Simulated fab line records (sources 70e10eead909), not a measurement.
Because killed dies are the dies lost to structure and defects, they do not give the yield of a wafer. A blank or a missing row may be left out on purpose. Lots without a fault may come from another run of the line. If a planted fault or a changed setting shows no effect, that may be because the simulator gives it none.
Chamber matching :: flow nand harc :: NHARC_A_STAIRCASE_ETCHBACK_422 on rie diel-02 has 4 sister chambers
The step etches the open film in CH3F/O2, target depth 40 nm, time 74.286 s. 8 wafers are shown with their chamber, then 8 later ones without.

WAFERS WITH THEIR CHAMBER
wafer: L078.2
chamber: 2
drypump motor current A (A): 4.8
showerhead plenum p Torr (Torr): 2.40

wafer: L078.4
chamber: 1
drypump motor current A (A): 6.0
showerhead plenum p Torr (Torr): 2.31

wafer: L078.5
chamber: 0
drypump motor current A (A): 5.5
showerhead plenum p Torr (Torr): 2.28

wafer: L079.4
chamber: 0
drypump motor current A (A): 5.6
showerhead plenum p Torr (Torr): 2.28

wafer: L081.4
chamber: 3
drypump motor current A (A): 6.0
showerhead plenum p Torr (Torr): 2.33

wafer: L081.5
chamber: 2
drypump motor current A (A): 4.8
showerhead plenum p Torr (Torr): 2.40

wafer: L081.6
chamber: 1
drypump motor current A (A): 6.0
showerhead plenum p Torr (Torr): 2.31

wafer: L089.1
chamber: 3
drypump motor current A (A): 6.1
showerhead plenum p Torr (Torr): 2.32

WAFERS WITH NO CHAMBER GIVEN
wafer: L089.2
drypump motor current A (A): 5.5
showerhead plenum p Torr (Torr): 2.66

wafer: L089.3
drypump motor current A (A): 4.8
showerhead plenum p Torr (Torr): 2.38

wafer: L095.1
drypump motor current A (A): 5.6
showerhead plenum p Torr (Torr): 2.65

wafer: L095.3
drypump motor current A (A): 6.0
showerhead plenum p Torr (Torr): 2.32

wafer: L095.4
drypump motor current A (A): 4.8
showerhead plenum p Torr (Torr): 2.38

wafer: L097.1
drypump motor current A (A): 6.0
showerhead plenum p Torr (Torr): 2.31

wafer: L097.5
drypump motor current A (A): 6.0
showerhead plenum p Torr (Torr): 2.29

wafer: L097.6
drypump motor current A (A): 5.6
showerhead plenum p Torr (Torr): 2.65

WHICH CHAMBER EACH ONE RAN IN
wafer: L089.2
from the rows above: 2
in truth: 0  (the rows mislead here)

wafer: L089.3
from the rows above: 2
in truth: 2

wafer: L095.1
from the rows above: 2
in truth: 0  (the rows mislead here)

wafer: L095.3
from the rows above: can't be placed: 3 or 1
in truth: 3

wafer: L095.4
from the rows above: 2
in truth: 2

wafer: L097.1
from the rows above: 1
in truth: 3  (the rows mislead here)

wafer: L097.5
from the rows above: 1
in truth: 1

wafer: L097.6
from the rows above: 2
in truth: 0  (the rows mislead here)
Placed correctly: 3 of 8. From these rows, 1 cannot be placed; in 1 the true chamber is one of the candidates. Placed wrongly: 4.
How it was worked out, from the rows above alone: a wafer's distance from a chamber is the root of the sum, over the readings, of the square of ((its reading less the chamber's mean) divided by the reading's scatter). The wafer belongs to the nearest chamber; if the next one is less than 2 further off, it can't be placed. The mean given for a chamber averages the wafers shown for that chamber. The scatter: the root of (the sum of the squares of (reading less its chamber's mean) over the shown wafers, divided by (wafers less chambers)).
